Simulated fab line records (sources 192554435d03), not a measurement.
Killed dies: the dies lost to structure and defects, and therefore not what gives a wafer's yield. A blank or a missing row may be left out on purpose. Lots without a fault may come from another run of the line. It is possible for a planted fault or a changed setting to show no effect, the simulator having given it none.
What tool caused it? || flow n5-finfet || Sampling: 9 lots, 27 wafers, 3 of 1938 route steps

== WHAT EACH GAUGE READ, for each wafer ==
N5_BEOL_M10_CD_MEAS_28 targets a cd of 70 nm.
{"lot": "L076", "measured": "day 10 12:40", "on": "cd-sem-03", "cd-nm (nm)": "68.9 69.8 69.6"}
{"lot": "L077", "measured": "day 10 15:41", "on": "cd-sem-03", "cd-nm (nm)": "68.8 68.7 68.8"}
{"lot": "L079", "measured": "day 10 22:33", "on": "cd-sem-03", "cd-nm (nm)": "68.8 69.4 69.2"}
{"lot": "L081", "measured": "day 11 19:47", "on": "cd-sem-01", "cd-nm (nm)": "70.2 68.6 69.9"}
{"lot": "L084", "measured": "day 12 14:32", "on": "cd-sem-02", "cd-nm (nm)": "71.2 71.0 71.4"}
{"lot": "L085", "measured": "day 12 22:23", "on": "cd-sem-01", "cd-nm (nm)": "70.6 71.1 70.3"}
{"lot": "L091", "measured": "day 14 07:34", "on": "cd-sem-01", "cd-nm (nm)": "69.1 69.8 70.1"}
{"lot": "L093", "measured": "day 14 23:17", "on": "cd-sem-03", "cd-nm (nm)": "71.3 71.2 70.7"}
{"lot": "L097", "measured": "day 15 22:29", "on": "cd-sem-02", "cd-nm (nm)": "71.3 69.8 70.7"}

== WHICH TOOL RAN EACH LOT (tool, then ch and the chambers of the sampled wafers, then the start) ==
{"lot": "L076", "N5_BEOL_M10_CURE_71": "uv-cure-01 ch 2, day 10 08:41", "N5_BEOL_M10_STRIP_67": "rie-diel-04 ch 1,2,3, day 10 11:11"}
{"lot": "L077", "N5_BEOL_M10_CURE_71": "uv-cure-01 ch 2, day 10 13:01", "N5_BEOL_M10_STRIP_67": "rie-diel-04 ch 2,3, day 10 14:29"}
{"lot": "L079", "N5_BEOL_M10_CURE_71": "uv-cure-01 ch 0, day 10 19:21", "N5_BEOL_M10_STRIP_67": "rie-diel-06 ch 1,2,3, day 10 21:32"}
{"lot": "L081", "N5_BEOL_M10_CURE_71": "uv-cure-02 ch 0, day 11 17:19", "N5_BEOL_M10_STRIP_67": "rie-diel-06 ch 0,3, day 11 19:00"}
{"lot": "L084", "N5_BEOL_M10_CURE_71": "uv-cure-02 ch 2, day 12 10:41", "N5_BEOL_M10_STRIP_67": "rie-diel-01 ch 0,1,3, day 12 13:07"}
{"lot": "L085", "N5_BEOL_M10_CURE_71": "uv-cure-02 ch 1, day 12 18:16", "N5_BEOL_M10_STRIP_67": "rie-diel-01 ch 1,3, day 12 20:27"}
{"lot": "L091", "N5_BEOL_M10_CURE_71": "uv-cure-03 ch 1, day 14 03:41", "N5_BEOL_M10_STRIP_67": "rie-diel-01 ch 0,1, day 14 05:49"}
{"lot": "L093", "N5_BEOL_M10_CURE_71": "uv-cure-02 ch 0, day 14 17:53", "N5_BEOL_M10_STRIP_67": "rie-diel-01 ch 0,1,3, day 14 21:46"}
{"lot": "L097", "N5_BEOL_M10_CURE_71": "uv-cure-02 ch 1, day 15 18:53", "N5_BEOL_M10_STRIP_67": "rie-diel-06 ch 0,2,3, day 15 21:03"}
- N5_BEOL_M10_CURE_71: cures SiCOH lowk, time 240 s.
- N5_BEOL_M10_STRIP_67: strips in CF4.

== THE ANSWER, worked out from the rows above alone ==
Rule: usual is defined by the lots themselves. Put in order of their means at a reading, lots are off if they are a third of the lots or fewer, leave a main group of 4 or more, and stand apart from it by a gap of 3 or more times the standard deviation of the main group's means; of several such gaps the widest counts. The tables above print the reading to a certain number of digits; a main group whose means all agree to those digits is not used. Also off: a lot with no number at a reading for which 4 or more lots have one. Any other lot the step has rows for is counted as sound.
Across all readings shown, no lot is off: no conclusion can be drawn from this.

== WHAT HAD BEEN PUT IN BY THE SIMULATOR ==
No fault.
